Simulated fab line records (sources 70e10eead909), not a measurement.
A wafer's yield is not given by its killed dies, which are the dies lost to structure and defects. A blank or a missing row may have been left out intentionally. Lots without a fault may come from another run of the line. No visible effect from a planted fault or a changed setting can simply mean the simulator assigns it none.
Matching of chambers | flow nand-harc | cmp-01 running NHARC_P_M1_CMP_23: 4 sister chambers
The step polishes, t overpolish 20 s, target thk 157.82 nm. 16 wafers are shown with their chamber, then 8 later ones without.

## EACH WAFER AND ITS CHAMBER
wafer  | chamber | motor-current-A (A) | time-to-endpoint-s (s) | retaining-ring-pressure-frac
L074.2 | 2       | 12.4                | 32.0                   | 0.993
L074.3 | 0       | 11.1                | 27.4                   | 0.994
L074.5 | 1       | 15.5                | 27.8                   | 0.998
L075.2 | 2       | 13.0                | 29.5                   | 0.995
L075.3 | 3       | 11.4                | 23.1                   | 0.999
L075.4 | 0       | 12.0                | 25.4                   | 1.000
L076.1 | 0       | 11.4                | 26.2                   | 1.001
L076.3 | 1       | 15.3                | 24.8                   | 0.998
L076.6 | 0       | 11.8                | 25.2                   | 0.997
L082.1 | 2       | 12.4                | 28.2                   | 1.002
L082.4 | 0       | 11.5                | 28.3                   | 1.002
L082.5 | 1       | 15.6                | 28.5                   | 1.004
L086.2 | 3       | 11.8                | 27.3                   | 1.010
L086.3 | 1       | 14.7                | 26.8                   | 1.000
L086.5 | 3       | 12.0                | 25.1                   | 1.007
L089.1 | 1       | 14.9                | 26.9                   | 0.991

SIGNATURES, as means of the wafers listed above
reading                      | chamber 0 | chamber 1 | chamber 2 | chamber 3 | scatter within a chamber
motor-current-A              | 11.560    | 15.200    | 12.600    | 11.733    | 0.356
time-to-endpoint-s           | 26.500    | 26.960    | 29.900    | 25.167    | 1.61
retaining-ring-pressure-frac | 0.99880   | 0.99820   | 0.99667   | 1.00533   | 0.00448
Rule: a wafer's distance from a chamber is the root of the sum, over the readings, of the square of ((its reading less the chamber's mean) divided by the reading's scatter). The wafer belongs to the nearest chamber; if the next one is less than 2 further off, it can't be placed. The scatter: the root of (the sum of the squares of (reading less its chamber's mean) over the shown wafers, divided by (wafers less chambers)).

## WAFERS WITHOUT THEIR CHAMBER
wafer  | motor-current-A (A) | time-to-endpoint-s (s) | retaining-ring-pressure-frac
L089.3 | 12.1                | 30.9                   | 1.013
L089.4 | 11.2                | 25.9                   | 0.997
L091.4 | 10.9                | 27.3                   | 1.007
L091.5 | 12.2                | 22.4                   | 0.998
L091.6 | 11.2                | 26.3                   | 1.000
L097.1 | 15.1                | 28.6                   | 1.002
L097.3 | 10.9                | 25.5                   | 1.002
L097.6 | 12.6                | 31.1                   | 1.003

## THE CHAMBER EACH PASSED THROUGH
wafer  | from the rows above          | in truth
L089.3 | can't be placed: 2 or 3 or 0 | 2
L089.4 | can't be placed: 0 or 3      | 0
L091.4 | can't be placed: 0 or 3      | 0
L091.5 | can't be placed: 3 or 0      | 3
L091.6 | can't be placed: 0 or 3      | 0
L097.1 | 1                            | 1
L097.3 | can't be placed: 0 or 3      | 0
L097.6 | 2                            | 2
2 of 8 placed correctly. Unplaceable from these rows: 6, with the true chamber sitting among the candidates in 6. 0 placed wrongly.
